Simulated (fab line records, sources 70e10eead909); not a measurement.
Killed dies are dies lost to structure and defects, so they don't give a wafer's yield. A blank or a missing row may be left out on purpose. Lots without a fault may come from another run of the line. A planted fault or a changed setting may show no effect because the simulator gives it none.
A struck lot beside a sound one | flow nand_harc | 17 steps out of a route of 1302
Sound: wafers L296.2, L296.4, L296.5. Struck: wafers L311.2, L311.3, L311.5. The cause comes at the end.
At each step with rows: each side's tool, then ch and its chambers, then its first start. Under that, the readings that differ: sound wafers | struck wafers | difference of the means | sigmas: that difference in standard deviations of wafers without a fault.
alike: readings whose means differ by less than 2 such deviations, and words and numbers that are the same on both sides. not compared: withheld readings, readings that some wafer has no value for, bounds like >300 that may hide the same value, and numbers for which the record gives no deviation and whose values overlap.
The two part at a step that has a row with sigmas, a row that says differs or no value, or rows on one side only. Numbers that don't overlap but have no deviation are shown without sigmas and don't part them. A reading that every wafer of one side lacks parts them only if that side has two wafers or more.

NHARC_A_WL_FILL_INSPECT_15:
  sound on defect_inspect-02, day 22 18:14; struck on defect_inspect-01, day 28 12:14
  alike: raw_defect_count
NHARC_A_CONTACT_DEP_24: deposits SiO2, target thk 500 nm.
  sound on pecvd-04 ch 0,2, day 22 18:26; struck on pecvd-03 ch 0,2, day 28 12:20
  alike: heater_power_outer_w, heater_power_w, showerhead_vpp_V, susceptor_temp_C, throttle_valve_pct
NHARC_A_CONTACT_DEP_28: deposits aC, target thk 7000 nm.
  sound on acl_dep-02 ch 0, day 22 19:38; struck on acl_dep-02 ch 0, day 28 17:16
  alike: susceptor_temp_C, throttle_valve_pct
NHARC_A_CONTACT_DEP_29: deposits SiON, target thk 100 nm.
  sound on pecvd-01 ch 0,2, day 22 23:16; struck on pecvd-01 ch 0,2, day 28 20:51
  alike: heater_power_outer_w, heater_power_w, showerhead_vpp_V, susceptor_temp_C
then, 7 steps without rows for these wafers: NHARC_A_CONTACT_DEHYDRATE_32 (time 120 s); NHARC_A_CONTACT_HMDS_33 (time 30 s); NHARC_A_CONTACT_COAT_34 (time 75 s); NHARC_A_CONTACT_COAT_35 (time 65 s); NHARC_A_CONTACT_COAT_36 (resist thk 90 nm); NHARC_A_CONTACT_SOFTBAKE_37 (time 55 s); NHARC_A_CONTACT_EBR_38.
NHARC_A_CONTACT_EXPOSE_39: exposes mask A CC 3.
  sound on arfi_scanner-03 ch 0, day 22 23:48; struck on arfi_scanner-03 ch 0, day 28 21:24
  reading              | sound             | struck            | difference | sigmas
  exposure_dose_mJ_cm2 | 58.76 58.76 58.85 | 81.90 82.02 81.89 | +23.15     | +99 or more
  alike: mask, reticle_temp_C
then, 2 steps without rows for these wafers: NHARC_A_CONTACT_PEB_40 (peb time 65 s); NHARC_A_CONTACT_DEVELOP_41 (develop time 35 s).
NHARC_A_CONTACT_CD_MEAS_42: target cd 300 nm.
  sound on cd_sem-03 ch 0, day 22 23:56; struck on cd_sem-02 ch 0, day 28 21:32
  reading    | sound             | struck            | difference | sigmas
  cd_nm (nm) | 300.3 300.0 299.7 | 318.1 317.8 317.9 | +17.9      | +30
NHARC_A_CONTACT_OVL_MEAS_43:
  sound on overlay-02, day 23 00:01; struck on overlay-02, day 28 21:38
  alike: overlay_x_nm, overlay_y_nm
-- the record jumps here: 3 days lie between the struck wafers' starts before and after (it left off in module A_CONTACT and takes up again in module END, whose first step shown is number 1302 of the route) --
NHARC_END_SORT_01:
  sound on prober-01 ch 0, day 25 23:29; struck on prober-01 ch 0, day 32 07:53
  reading             | sound    | struck      | difference | sigmas
  killed_at_array     | 51 53 52 | 90 113 102  | +50        | +2
  killed_at_periphery | 2 6 2    | 15 8 15     | +9         | +3
  killed_dies         | 55 59 56 | 109 122 119 | +60        | +3
  alike: killed_at_other, killed_open, killed_short

WHERE THEY PART
First at NHARC_A_CONTACT_EXPOSE_39; last, within this record, at NHARC_END_SORT_01.

WHY: what the simulator had put in
Process parameter drift: arfi_scanner-03, from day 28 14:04 on, at NHARC_A_CONTACT_EXPOSE_39. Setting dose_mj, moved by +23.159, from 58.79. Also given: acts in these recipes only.
